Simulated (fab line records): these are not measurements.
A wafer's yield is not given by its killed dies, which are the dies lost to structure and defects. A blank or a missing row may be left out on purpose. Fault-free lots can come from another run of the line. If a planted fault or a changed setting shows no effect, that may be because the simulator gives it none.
Chamber matching    flow n5-finfet    N5_BEOL_M4_DESCUM_33 on rie-diel-06: 4 sister chambers
The step chemistry O2, time 7 s. 27 wafers are shown with their chamber, then 12 later ones without.

WAFERS PAIRED WITH THEIR CHAMBERS
wafer   chamber  drypump-motor-current-A (A)  showerhead-plenum-p-Torr (Torr)  oes-product-au (a.u.)
L076.1  3        5.9                          2.11                             0.81
L076.3  2        5.1                          2.23                             0.79
L076.5  3        5.9                          2.11                             0.81
L077.1  2        5.1                          2.23                             0.80
L077.3  3        5.9                          2.11                             0.80
L077.6  0        6.2                          2.04                             0.69
L078.1  2        5.1                          2.23                             0.80
L078.3  3        5.9                          2.11                             0.82
L078.6  3        5.8                          2.11                             0.81
L081.2  2        5.1                          2.22                             0.79
L081.3  1        4.8                          2.04                             0.69
L081.5  2        5.1                          2.22                             0.79
L082.1  2        5.1                          2.22                             0.78
L082.2  1        4.8                          2.04                             0.70
L082.3  3        5.8                          2.11                             0.80
L085.3  2        5.1                          2.22                             0.77
L085.4  2        5.1                          2.22                             0.78
L085.6  1        4.8                          2.04                             0.69
L089.4  2        5.1                          2.22                             0.77
L089.5  0        6.3                          2.04                             0.97
L089.6  3        5.9                          2.10                             0.79
L090.1  1        4.8                          2.03                             0.69
L090.2  0        6.2                          2.04                             0.97
L090.5  2        5.1                          2.22                             0.77
L091.2  3        5.9                          2.10                             0.79
L091.3  1        4.8                          2.03                             0.68
L091.4  0        6.2                          2.04                             0.96

SIGNATURES (means of the wafers above)
reading                   chamber 0  chamber 1  chamber 2  chamber 3  scatter within a chamber
drypump-motor-current-A   6.225      4.800      5.100      5.875      0.0313
showerhead-plenum-p-Torr  2.0400     2.0360     2.2230     2.1075     0.00457
oes-product-au            0.8975     0.6900     0.7840     0.8038     0.0509
Rule: for each reading, subtract the chamber's mean from the wafer's reading, divide by that reading's scatter and square the result; add these up over the readings and take the root, which gives the wafer's distance from the chamber. The wafer belongs to the nearest chamber; if the next one is less than 2 further off, it can't be placed. The scatter: the root of (the sum of the squares of (reading less its chamber's mean) over the shown wafers, divided by (wafers less chambers)).

WAFERS MISSING THEIR CHAMBER
wafer   drypump-motor-current-A (A)  showerhead-plenum-p-Torr (Torr)  oes-product-au (a.u.)
L093.2  5.1                          2.21                             0.77
L093.4  4.8                          2.03                             0.68
L093.5  4.8                          2.03                             0.68
L092.2  4.8                          2.03                             0.67
L092.5  5.1                          2.21                             0.76
L092.6  4.8                          2.03                             0.68
L096.1  6.2                          2.03                             0.92
L096.3  4.8                          2.03                             0.67
L096.4  5.1                          2.21                             0.76
L097.2  4.8                          2.03                             0.67
L097.5  5.1                          2.21                             0.76
L097.6  5.9                          2.10                             0.77

EACH ONE'S CHAMBER
wafer   from the rows above  in truth
L093.2  2                    2
L093.4  1                    1
L093.5  1                    1
L092.2  1                    1
L092.5  2                    2
L092.6  1                    1
L096.1  0                    0
L096.3  1                    1
L096.4  2                    2
L097.2  1                    1
L097.5  2                    2
L097.6  3                    3
Placed correctly: 12 of 12. Left unplaced by these rows: 0. Placed wrongly: 0.
